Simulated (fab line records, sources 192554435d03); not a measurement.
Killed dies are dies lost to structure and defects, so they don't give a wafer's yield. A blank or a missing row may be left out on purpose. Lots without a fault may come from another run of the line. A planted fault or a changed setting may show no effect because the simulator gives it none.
fab line records | flow n5_finfet
record lots=7 wafers=19 last_day=17
route steps=1938 shown BEOL_M10@1518 PASSIVATION@1936
lots that met no fault: from a run of the same line without faults
start_h: hours from the record's first day to the start of the lot's first wafer shown | wait_h: hours since the lot's step before | " the same as in the row above | L1.1+2: a row that stands for several wafers | - no value, or no start given | * or withheld: withheld | < > ~ a bound
route shown NAME@n: a module of which the file shows steps, and the number in the route of the first | usual: mean/standard deviation of fault-free wafers | same: alike in all rows | chamber/n: place in a boat | sites: the reading at each site | _std_site: their standard deviation | _edge_site: outer sites' mean less inner sites' | radius_mm: how far each site lies from the wafer's centre | mask NAME#n: copy n | behind: the tool/chamber that last shaped the wafer | hold: why the lot was held/for how many hours/how that ended | device: the transistor (n, p or np) that didn't switch | end of line: the same wafers' tests at the end of the route | a step without rows: its recipe alone | killed: dies lost to structure and defects at the first sort, not the wafer's yield | map: a wafer's dies, x killed, . not, _ none there
set.NAME: the setting as run; set.NAME@STEP: as run at that earlier step | model.NAME: the simulator's own value behind a step, which no gauge read
lots at some steps of the route; a table a step, a row a wafer
services: from which hour (start_h, from the record's first day; less than 0 if before it) a tool's chamber was out of use, for how many hours, and why
## steps
# step N5_BEOL_M10_PRECLEAN_42
# recipe chemistry=residue_remover time_s=60 temp_c=40
# step N5_BEOL_M10_SRD_43
# recipe time_s=30 temp_c=23 rinse_liquid=diw dry=ipa_marangoni
# step N5_BEOL_M10_CD_MEAS_35
# recipe target_cd_nm=70 polarity=opening
# usual cd_nm=70.2/0.48
# columns lot.wafer tool chamber start_h wait_h cd_nm
L684.1 cd_sem-01 - 224.88 0.0 70.4
L684.2 " - " " 70.9
L684.6 " - " " 70.4
L685.1 cd_sem-01 - 230.05 0.0 69.8
L685.3 " - " " 69.4
L685.5 " - " " 70.3
L700.1 cd_sem-02 - 312.39 0.0 70.2
L700.6 " - " " 69.8
L698.1 cd_sem-01 - 313.01 0.0 70.0
L698.4 " - " " 69.9
L698.5 " - " " 69.6
L701.1 cd_sem-01 - 328.21 0.0 70.3
L701.5 " - " " 69.9
L704.2 cd_sem-01 - 338.20 0.0 69.8
L704.5 " - " " 70.3
L704.6 " - " " 69.9
L706.2 cd_sem-03 - 355.55 0.0 70.7
L706.3 " - " " 70.0
L706.6 " - " " 69.8
# step N5_BEOL_M10_CURE_72
# recipe temp_c=370 time_s=120 ambient=DMADMS/He material=SiCOH_lowk
# step N5_BEOL_M10_DEGAS_44
# recipe ambient=vacuum temp_c=250 time_s=60
# usual heater_power_w=339/35
# columns lot.wafer tool chamber start_h wait_h heater_power_w
L684.1 pvd_sputter-01 - 225.92 0.9 366
L684.2 " - " " 286
L684.6 " - " " 382
L685.1 pvd_sputter-03 - 230.45 0.3 374
L685.3 " - " " 357
L685.5 " - " " 303
L700.1 pvd_sputter-02 - 312.76 0.3 383
L700.6 " - " " 318
L698.1 pvd_sputter-03 - 313.37 0.3 302
L698.4 " - " " 380
L698.5 " - " " 297
L701.1 pvd_sputter-02 - 329.09 0.8 320
L701.5 " - " " 301
L704.2 pvd_sputter-01 - 339.06 0.6 327
L704.5 " - " " 328
L704.6 " - " " 369
L706.2 pvd_sputter-01 - 356.45 0.7 287
L706.3 " - " " 366
L706.6 " - " " 288
# step N5_BEOL_M10_PRE_CLEAN_45
# recipe gas=H2/He time_s=30 temp_c=250
# usual heater_power_w=339/35
# columns lot.wafer tool chamber start_h wait_h heater_power_w
L684.1 pvd_sputter-01 - 225.96 0.0 371
L684.2 " - " " 288
L684.6 " - " " 369
L685.1 pvd_sputter-03 - 230.49 0.0 390
L685.3 " - " " 345
L685.5 " - " " 308
L700.1 pvd_sputter-02 - 312.80 0.0 394
L700.6 " - " " 323
L698.1 pvd_sputter-03 - 313.41 0.0 305
L698.4 " - " " 388
L698.5 " - " " 300
L701.1 pvd_sputter-02 - 329.13 0.0 323
L701.5 " - " " 291
L704.2 pvd_sputter-01 - 339.10 0.0 319
L704.5 " - " " 325
L704.6 " - " " 368
L706.2 pvd_sputter-01 - 356.49 0.0 292
L706.3 " - " " 374
L706.6 " - " " 291
# step N5_BEOL_M10_ALD_74
# recipe material=TaN target_thk_a=20 temp_c=275 ald_precursor_family=PDMAT ald_co_reactant=NH3 pressure_torr=3 carrier_flow_sccm=1500 pulse_time_s=2 purge_time_s=3 co_reactant_purge_time_s=2 co_reactant_pulse_time_s=3 ald_cycles=40 precursor_vessel_temp_c=75 precursor_vessel_pressure_torr=26.25 precursor_vessel_carrier_sccm=1000
# usual heater_power_w=433/53 precursor_vessel_temp_c=74.99/0.12
# same ald_cycles=40 purge_time_s=3
# columns lot.wafer tool chamber start_h wait_h heater_power_w precursor_vessel_temp_c
L684.1 ald_metal-04 0 226.05 0.1 403 74.97
L684.2 " 2 " " 491 74.95
L684.6 " 1 " " 508 75.09
L685.1 ald_metal-03 3 230.57 0.1 315 75.18
L685.3 " 0 " " 374 74.89
L685.5 " 3 " " 317 75.18
L700.1 ald_metal-03 3 312.86 0.0 320 75.05
L700.6 " 1 " " 438 74.91
L698.1 ald_metal-04 3 313.47 0.0 499 75.06
L698.4 " 0 " " 397 74.90
L698.5 " 0 " " 402 74.90
L701.1 ald_metal-03 0 329.20 0.1 374 75.04
L701.5 " 1 " " 455 74.99
L704.2 ald_metal-03 1 339.16 0.0 435 75.00
L704.5 " 3 " " 326 74.76
L704.6 " 2 " " 435 74.93
L706.2 ald_metal-03 1 356.59 0.1 448 74.97
L706.3 " 3 " " 318 74.92
L706.6 " 2 " " 420 74.75
# step N5_BEOL_M10_SURFACE_TREAT_76
# recipe gas=Ar time_s=* ion_energy_ev=* ion_current_ma_cm2=0.5 pressure_mtorr=* ar_flow_sccm=30
# step N5_BEOL_M10_CVD_75
# recipe material=Co target_thk_a=20 temp_c=withheld precursor=CCTBA/H2 pressure_torr=30 time_s=138.9
# step N5_BEOL_M10_SPUTTER_48
# recipe material=Cu target_thk_a=120 temp_c=-20 bias_v=60 power_w=26000 chamber_pressure_pa=0.13 time_s=2
# usual throttle_valve_pct=29.9/1.4
# columns lot.wafer tool chamber start_h wait_h throttle_valve_pct
L684.1 pvd_sputter-02 - 226.53 0.1 29.8
L684.2 " - " " 29.6
L684.6 " - " " 29.5
L685.1 pvd_sputter-03 - 231.09 0.1 29.7
L685.3 " - " " 31.4
L685.5 " - " " 32.0
L700.1 pvd_sputter-02 - 313.40 0.1 29.5
L700.6 " - " " 29.9
L698.1 pvd_sputter-02 - 315.82 0.1 29.5
L698.4 " - " " 29.4
L698.5 " - " " 29.5
L701.1 pvd_sputter-01 - 329.99 0.2 28.2
L701.5 " - " " 30.2
L704.2 pvd_sputter-01 - 340.04 0.3 28.9
L704.5 " - " " 31.1
L704.6 " - " " 29.3
L706.2 pvd_sputter-01 - 357.37 0.3 31.1
L706.3 " - " " 30.5
L706.6 " - " " 29.2
# step N5_BEOL_M10_ECD_50
# recipe material=Cu target_thk_a=3180
# step N5_BEOL_M10_ANNEAL_51
# recipe temp_c=225 time_s=90 ambient=N2
# usual wafer_temp_C_max=225.88/0.23
# columns lot.wafer tool chamber start_h wait_h wafer_temp_C_max
L684.1 rtp_anneal-01 0 226.77 0.1 225.71
L684.2 " 0 " " 226.33
L684.6 " 0 " " 225.97
L685.1 rtp_anneal-02 0 231.81 0.6 226.10
L685.3 " 0 " " 226.08
L685.5 " 0 " " 225.85
L700.1 rtp_anneal-01 0 313.63 0.1 226.38
L700.6 " 0 " " 225.39
L698.1 rtp_anneal-01 0 316.14 0.2 225.61
L698.4 " 0 " " 225.71
L698.5 " 0 " " 225.87
L701.1 rtp_anneal-02 0 330.73 0.6 226.08
L701.5 " 0 " " 226.01
L704.2 rtp_anneal-01 0 340.31 0.1 225.86
L704.5 " 0 " " 225.76
L704.6 " 0 " " 225.82
L706.2 rtp_anneal-01 0 357.73 0.2 225.55
L706.3 " 0 " " 225.73
L706.6 " 0 " " 225.89
# step N5_BEOL_M10_CMP_52
# recipe stop_on=SiCOH_lowk t_overpolish_s=7 down_force_psi=1 platen_rpm=50 clearing_platen_down_force_psi=1.5 clearing_platen_rpm=50 post_cmp_clean=cu_alkaline target_thk_nm=140 clearing_platen_pad_velocity_m_s=0.99484 pad_velocity_m_s=0.99484
# usual barrier_field_endpoint_s=28.9/0.67 clearing_platen_down_force_psi=1.500/0.0031 motor_current_A=6.2/0.67 overpolish_run_s=6.999/0.0089 slurry_filter_dp_kPa=13.49/0.14 time_to_endpoint_s=66.3/2.6
# columns lot.wafer tool chamber start_h wait_h barrier_field_endpoint_s clearing_platen_down_force_psi motor_current_A overpolish_run_s slurry_filter_dp_kPa time_to_endpoint_s
L684.1 cmp-03 1 227.07 0.3 28.6 1.501 6.0 6.982 13.64 66.3
L684.2 " 3 " " 28.8 1.502 6.6 6.987 13.67 68.3
L684.6 " 1 " " 28.4 1.503 6.0 6.994 13.50 65.3
L685.1 cmp-04 0 232.11 0.3 28.1 1.501 6.3 7.000 13.55 61.5
L685.3 " 3 " " 29.0 1.503 5.8 7.009 13.52 63.5
L685.5 " 0 " " 28.5 1.505 6.2 6.984 13.53 63.1
L700.1 cmp-03 1 314.04 0.4 16.7 1.498 6.1 7.023 13.42 39.2
L700.6 " 3 " " 30.2 1.499 6.7 7.004 13.71 67.6
L698.1 cmp-03 1 316.44 0.3 16.5 1.497 5.9 7.005 13.58 39.4
L698.4 " 2 " " 29.5 1.502 6.1 6.986 13.49 66.6
L698.5 " 1 " " 16.3 1.496 5.8 7.001 13.61 38.2
L701.1 cmp-03 3 331.11 0.3 16.3 1.500 6.6 6.991 13.43 37.0
L701.5 " 1 " " 16.9 1.499 5.9 7.003 13.51 38.0
L704.2 cmp-04 2 340.57 0.2 29.8 1.499 7.1 7.006 13.49 71.1
L704.6 " 2 " " 29.7 1.500 6.9 6.993 13.40 70.1
L704.5 " 3 " " 28.7 1.497 5.7 6.990 13.55 67.5
L706.2 cmp-01 2 358.02 0.2 28.1 1.504 5.2 7.008 13.59 64.1
L706.3 " 3 " " 28.2 1.503 6.1 7.008 13.49 67.4
L706.6 " 1 " " 28.3 1.492 6.0 7.013 13.63 68.2
# step N5_PASSIVATION_PROBE_49
# usual defect_limited_yield=91.1/1.3 killed_at_M0_to_M3=36/10 killed_at_M4_up=14/4.4 killed_at_contacts=14/5.7 killed_at_front_end=39/9.4 killed_at_other=2.9/2.6 killed_dies=105/15 killed_open=70/12 killed_short=34/7.1 sort_bin_5_function=5.3/0.77 sort_bin_6_memory=3.3/0.66 sort_n_pass=1075/15 sort_yield_pct=91.1/1.3
# same gross_dies=1180 killed_at_back_side=0 sort_bin_4_leakage[%]=0 sort_bin_8_speed[%]=0
# columns lot.wafer tool chamber start_h wait_h defect_limited_yield[%] killed_at_M0_to_M3 killed_at_M4_up killed_at_contacts killed_at_front_end killed_at_other killed_dies killed_open killed_short sort_bin_5_function[%] sort_bin_6_memory[%] sort_n_pass sort_yield_pct[%]
L684.1 prober-01 - 280.70 0.0 92.5 27 8 10 43 1 89 55 34 4.8 2.6 1091 92.5
L684.2 prober-01 - 280.75 0.1 91.3 34 12 13 43 1 103 71 32 5.6 3.0 1077 91.3
L684.6 prober-01 - 280.95 0.3 92.8 25 13 11 36 0 85 54 27 4.2 2.5 1095 92.8
L685.1 prober-01 - 282.02 0.0 90.1 45 20 9 40 3 117 76 35 5.8 3.5 1063 90.1
L685.3 prober-01 - 282.12 0.1 90.2 45 10 9 47 5 116 80 36 5.5 4.0 1064 90.2
L685.5 prober-01 - 282.22 0.2 89.8 37 22 19 40 2 120 87 32 5.9 3.7 1060 89.8
# killed by level:class
L684.1 FIN_SAQP:geometric_particle:short=10 DUMMY_GATE:geometric_particle:open=9 BEOL_M0_SAQP:geometric_particle:open=8 BEOL_M3:geometric_particle:open=8 MOL_CONTACT_COAG:geometric_particle:open=7 GATE_CUT:geometric_particle:short=6 FIN_SAQP:geometric_particle:open=5 BEOL_M0_SAQP:geometric_particle:short=4
L684.2 BEOL_M3:geometric_particle:open=14 MOL_CONTACT_COAG:geometric_particle:open=11 BEOL_M2:geometric_particle:open=8 STI_FIN_REVEAL:geometric_particle:open=6 ILD0:geometric_particle:open=6 FIN_SAQP:geometric_particle:short=5 DUMMY_GATE:geometric_particle:open=5 ILD0:geometric_particle:short=4
L684.6 STI_FIN_REVEAL:geometric_particle:open=13 MOL_CONTACT_COAG:geometric_particle:open=9 BEOL_M2:geometric_particle:open=6 GATE_CUT:geometric_particle:short=5 BEOL_M3:geometric_particle:open=5 BEOL_M2:geometric_particle:short=4 DUMMY_GATE:geometric_particle:short=3 ILD0:geometric_particle:short=3
L685.1 BEOL_M0_SAQP:geometric_particle:open=14 FIN_SAQP:geometric_particle:open=11 FIN_SAQP:geometric_particle:short=8 BEOL_M0_SAQP:geometric_particle:short=8 MOL_CONTACT_COAG:geometric_particle:open=8 BEOL_M3:geometric_particle:open=8 BEOL_M4:geometric_particle:open=7 BEOL_M4:geometric_particle:short=6
L685.3 BEOL_M3:geometric_particle:open=16 FIN_SAQP:geometric_particle:open=11 STI_FIN_REVEAL:geometric_particle:open=10 BEOL_M0_SAQP:geometric_particle:open=8 MOL_CONTACT_COAG:geometric_particle:open=8 BEOL_M1:geometric_particle:open=7 FIN_SAQP:geometric_particle:short=5 GATE_CUT:geometric_particle:short=5
L685.5 MOL_CONTACT_COAG:geometric_particle:open=13 STI_FIN_REVEAL:geometric_particle:open=12 BEOL_M4:geometric_particle:open=11 BEOL_M2:geometric_particle:open=9 BEOL_M0_SAQP:geometric_particle:open=7 MOL_CONTACT_COAG:geometric_particle:short=6 BEOL_M1:geometric_particle:open=6 FIN_CUT:geometric_particle:open=5
## services
# columns tool chamber start_h hours kind
cmp-03 - 240.49 0.4 repair
cmp-04 - 265.89 4.0 pm
cmp-04 - 269.89 - consumable_replace:conditioner
cmp-04 - 269.89 - consumable_replace:pad
cmp-03 - 281.07 4.0 pm
cmp-03 - 285.07 - consumable_replace:conditioner
cmp-03 - 285.07 - consumable_replace:pad
cmp-04 - 288.90 1.0 repair
cmp-01 - 304.58 3.6 pm
cmp-01 - 308.18 7.7 pm
ald_metal-04 - 337.41 14.0 pm
ald_metal-04 0 337.41 14.0 vent_cycle
ald_metal-04 1 337.41 14.0 vent_cycle
ald_metal-04 2 337.41 14.0 vent_cycle
ald_metal-04 3 337.41 14.0 vent_cycle
pvd_sputter-01 - 347.55 1.5 repair
ald_metal-04 0 351.41 - clean
ald_metal-04 1 351.41 - clean
ald_metal-04 2 351.41 - clean
ald_metal-04 3 351.41 - clean
## key
first_sign step=N5_BEOL_M10_CMP_52 reading=barrier_field_endpoint_s direction=down sigmas=18 usual=28.9 struck=16.5
effect step=N5_BEOL_M10_CMP_52 reading=time_to_endpoint_s direction=down sigmas=11 usual=* struck=*
met_at N5_BEOL_M10_CMP_52
struck_wafers L698.1,L698.5,L700.1,L701.1,L701.5
onset_between 227.07 314.04
fault kind=process_parameter_drift tool=cmp-03 chamber=- onset_h=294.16 steps=N5_BEOL_M10_CMP_52 channel=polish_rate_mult offset=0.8 shape=step end_h=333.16 scope=struck_wafers_only
